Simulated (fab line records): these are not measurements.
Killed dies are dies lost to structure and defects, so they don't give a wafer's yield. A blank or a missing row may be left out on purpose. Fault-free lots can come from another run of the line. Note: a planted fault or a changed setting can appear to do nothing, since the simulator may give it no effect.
Chamber matching    flow n5-finfet    4 sister chambers for N5_HKMG_FIN_DESCUM_17 on rie-diel-06
The step chemistry O2, time 7.9 s. 8 wafers are shown with their chamber, then 9 later ones without.

== WAFERS WITH THEIR CHAMBER ==
wafer   chamber  drypump-motor-current-A (A)  showerhead-plenum-p-Torr (Torr)
L086.2  2        5.1                          2.01
L086.5  0        6.4                          2.21
L089.6  2        5.1                          2.01
L090.4  3        6.8                          2.21
L090.5  1        5.7                          2.14
L091.1  0        6.3                          2.20
L091.2  1        5.7                          2.14
L091.5  3        6.8                          2.21

== WAFERS WITH NO CHAMBER GIVEN ==
wafer   drypump-motor-current-A (A)  showerhead-plenum-p-Torr (Torr)
L093.1  5.7                          2.14
L093.2  5.1                          2.00
L093.3  6.8                          2.21
L096.2  6.8                          2.21
L096.3  5.1                          2.00
L096.4  5.7                          2.14
L097.1  5.7                          2.14
L097.3  5.1                          2.00
L097.6  5.1                          2.00

== EACH ONE'S CHAMBER ==
wafer   from the rows above  in truth
L093.1  1                    1
L093.2  2                    2
L093.3  3                    3
L096.2  3                    3
L096.3  2                    2
L096.4  1                    1
L097.1  1                    1
L097.3  2                    2
L097.6  2                    2
Correct placement for 9 of the 9. Not placeable from these rows: 0. Number placed wrongly: 0.
How it was worked out, from the rows above alone: a wafer's distance from a chamber is the root of the sum, over the readings, of the square of ((its reading less the chamber's mean) divided by the reading's scatter). The wafer belongs to the nearest chamber; if the next one is less than 2 further off, it can't be placed. A chamber's mean is the mean of its shown wafers. How the scatter is found: for the shown wafers, subtract from each reading the mean of its chamber, square and add these, divide the total by (wafers less chambers), then take the root.
